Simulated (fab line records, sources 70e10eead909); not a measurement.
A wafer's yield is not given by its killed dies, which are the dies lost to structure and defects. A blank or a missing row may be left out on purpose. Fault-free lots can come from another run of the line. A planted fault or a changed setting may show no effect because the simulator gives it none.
Chamber matching	flow nand-harc	NHARC_P_GATE_DESCUM_48 on rie-diel-06 has 4 sister chambers
The step chemistry O2, time 3 s. 4 wafers are shown with their chamber, then 7 later ones without.

== EACH WAFER AND ITS CHAMBER ==
wafer	chamber	drypump-motor-current-A (A)
L092.2	3	6.17
L092.4	0	5.39
L095.1	2	5.74
L095.3	1	5.77

== WAFERS WITHOUT THEIR CHAMBER ==
wafer	drypump-motor-current-A (A)
L095.4	5.38
L096.1	5.80
L096.2	6.17
L096.3	5.77
L097.1	5.74
L097.5	6.18
L097.6	5.74

== WHICH CHAMBER EACH ONE RAN IN ==
wafer	from the rows above	in truth
L095.4	0	0
L096.1	1	1
L096.2	3	3
L096.3	1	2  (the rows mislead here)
L097.1	2	2
L097.5	3	3
L097.6	2	2
Correct placement for 6 of the 7. Left unplaced by these rows: 0. Number placed wrongly: 1.
How it was worked out, from the rows above alone: a wafer's distance from a chamber is the root of the sum, over the readings, of the square of ((its reading less the chamber's mean) divided by the reading's scatter). If the next closest chamber is less than 2 further off than the closest, the wafer can't be placed; otherwise it belongs to the closest. A chamber's mean is the mean of its shown wafers. The scatter (one wafer shown for each chamber): square how far every hidden wafer sits from the nearest shown wafer, average those squares and take the square root.
